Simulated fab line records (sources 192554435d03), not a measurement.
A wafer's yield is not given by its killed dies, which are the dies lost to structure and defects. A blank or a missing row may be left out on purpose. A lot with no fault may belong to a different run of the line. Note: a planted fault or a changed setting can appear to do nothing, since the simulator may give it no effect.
Comparing a struck lot with a sound one + flow n5 finfet + 20 steps out of a route of 1938
Sound: wafers L196.2, L196.3, L196.6. The struck wafers were L205.2, L205.5, L205.6. Last of all comes the cause.
Order at every step that has rows: each side's tool, ch and its chambers, its first start. Under that, the readings that differ: sound wafers + struck wafers + difference of the means + sigmas: that difference in standard deviations of wafers without a fault.
alike: words and numbers the same on both sides, and readings whose means are apart by under 2 such deviations; not compared: readings that were withheld, readings missing a value for some wafer, numbers with overlapping values and no deviation given by the record, and bounds like >300 which may hide the same value.
Wherever a step has rows on one side only, a row that says differs or no value, or a row with sigmas, the two part there. Non-overlapping numbers with no deviation appear without sigmas and do not part them. A reading that every wafer of one side lacks parts them only if that side has two wafers or more.

first, 8 steps without rows for these wafers: N5_BEOL_M13_SPUTTER_44 (material Ta, target thk 10 nm, time 16.13 s); N5_BEOL_M13_SPUTTER_45 (material Cu, target thk 80 nm, time 13.33 s); N5_BEOL_M13_ECD_47 (material Cu, target thk 936 nm); N5_BEOL_M13_ANNEAL_48 (time 90 s); N5_BEOL_M13_CMP_49 (polishes, stops on SiOC, t overpolish 17.1 s, target thk 420 nm); N5_BEOL_M13_PRE_CLEAN_52 (time 15 s); N5_BEOL_M13_DEP_53 (deposits SiCN from 3MS/NH3, target thk 50 nm, time 17.8 s); N5_BEOL_M14_ILD_DEP_00 (deposits SiO2 from TEOS/O2, target thk 1119.3 nm, time 237.4 s).
N5_BEOL_M14_COAT_58: time 60 s, resist thk 89 nm.
  sound on litho track-01 ch 0, day 14 06:49; struck on litho track-01 ch 0, day 16 05:07
| reading                                    | sound                | struck               | difference | sigmas      |
|--------------------------------------------|----------------------|----------------------|------------|-------------|
| exhaust pa (Pa)                            | 45.0 45.0 43.9       | 45.2 47.0 47.7       | +2.0       | +2          |
| spin speed rpm (rpm)                       | 1499.8 1498.7 1500.0 | 1634.0 1633.1 1631.6 | +133.4     | +99 or more |
| model.BARC_of_BEOL_M14_COAT_58.thk nm (nm) | 88.6 89 89.2         | 85.4 85.4 85.8       | -3.4       |             |
then, 8 steps without rows for these wafers: N5_BEOL_M14_COAT_04 (resist thk 800 nm); N5_BEOL_M14_EBR_06; N5_BEOL_M14_SOFTBAKE_05 (time 60 s); N5_BEOL_M14_EXPOSE_07 (exposes mask V13); N5_BEOL_M14_PEB_08 (peb time 90 s); N5_BEOL_M14_DEVELOP_09 (develop time 45 s); N5_BEOL_M14_HARDBAKE_14 (time 120 s); N5_BEOL_M14_DESCUM_15 (chemistry O2, time 7.9 s).
N5_BEOL_M14_ETCH_59: etches BARC in N2/H2, target depth 89 nm, overetch 26.7 nm, time 67.9 s.
  sound on rie diel-06 ch 0,1,3, day 14 07:13; struck on rie diel-01 ch 1,2,3, day 16 05:52
| reading                  | sound            | struck            | difference | sigmas |
|--------------------------|------------------|-------------------|------------|--------|
| model.etch.depth nm (nm) | 88.6 88.91 89.13 | 85.39 85.32 85.88 | -3.35      |        |
  alike: drypump motor current A, n2 flow sccm, oes product au, rf fwd power W, rf vpp V, showerhead plenum p Torr, throttle valve pct
  not compared: rf hours counter h
then, 2 steps without rows for these wafers: N5_BEOL_M14_VIA_ETCH_16 (etches SiO2 in C4F8/O2/Ar, target depth 1231.3 nm); N5_PASSIVATION_PROBE_49.

== WHERE THEY PART ==
At N5_BEOL_M14_COAT_58 and nowhere else, as far as this record goes. Later steps at which nothing parts them and some readings are alike: N5_BEOL_M14_ETCH_59.

WHY: whatever the simulator had introduced
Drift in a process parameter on litho track-01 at N5_BEOL_M14_COAT_58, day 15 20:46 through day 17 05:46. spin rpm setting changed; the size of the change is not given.
